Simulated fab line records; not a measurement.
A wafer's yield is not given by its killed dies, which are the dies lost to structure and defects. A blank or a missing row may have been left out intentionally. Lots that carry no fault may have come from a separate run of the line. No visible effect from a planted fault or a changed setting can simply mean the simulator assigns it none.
Matching of chambers + flow nandHarc + aldMetal-02 running NHARC_A_BLC_ALD_23: 4 sister chambers
The step deposits TiN, target thk 3 nm, pulse time 1 s, ald cycles 150. 8 wafers are shown with their chamber, then 12 later ones without.

## WAFERS, EACH WITH ITS CHAMBER
| wafer  | chamber | heaterPowerW (W) | precursorPulseHeightRel |
|--------|---------|------------------|-------------------------|
| L086.2 | 1       | 1076             | 0.985                   |
| L087.5 | 0       | 1410             | 1.015                   |
| L089.1 | 2       | 1005             | 0.992                   |
| L089.3 | 3       | 1147             | 0.996                   |
| L089.6 | 2       | 1023             | 0.985                   |
| L090.1 | 1       | 1059             | 1.002                   |
| L090.2 | 0       | 1401             | 1.015                   |
| L090.3 | 3       | 1129             | 1.029                   |

## WAFERS WHOSE CHAMBER IS MISSING
| wafer  | heaterPowerW (W) | precursorPulseHeightRel |
|--------|------------------|-------------------------|
| L090.4 | 1005             | 1.016                   |
| L090.5 | 1410             | 0.987                   |
| L090.6 | 1053             | 1.015                   |
| L093.2 | 1034             | 0.977                   |
| L093.3 | 1403             | 1.051                   |
| L093.6 | 1041             | 1.005                   |
| L096.2 | 993              | 0.968                   |
| L096.3 | 1148             | 0.964                   |
| L096.4 | 1057             | 0.969                   |
| L097.1 | 1061             | 1.012                   |
| L097.2 | 1020             | 1.025                   |
| L097.5 | 1143             | 0.996                   |

## THE CHAMBER EACH PASSED THROUGH
| wafer  | from the rows above     | in truth |
|--------|-------------------------|----------|
| L090.4 | 2                       | 2        |
| L090.5 | 0                       | 0        |
| L090.6 | can't be placed: 1 or 2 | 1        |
| L093.2 | can't be placed: 2 or 1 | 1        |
| L093.3 | 0                       | 0        |
| L093.6 | can't be placed: 1 or 2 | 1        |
| L096.2 | 2                       | 2        |
| L096.3 | 3                       | 3        |
| L096.4 | 1                       | 1        |
| L097.1 | 1                       | 1        |
| L097.2 | 2                       | 2        |
| L097.5 | 3                       | 3        |
9 of 12 placed correctly. From these rows, 3 cannot be placed; in 3 the true chamber is one of the candidates. 0 placed wrongly.
How it was worked out, from the rows above alone: a wafer's distance from a chamber is the root of the sum, over the readings, of the square of ((its reading less the chamber's mean) divided by the reading's scatter). If the next closest chamber is less than 2 further off than the closest, the wafer can't be placed; otherwise it belongs to the closest. Each chamber's mean is taken over the wafers shown for it. The scatter: the root of (the sum of the squares of (reading less its chamber's mean) over the shown wafers, divided by (wafers less chambers)).
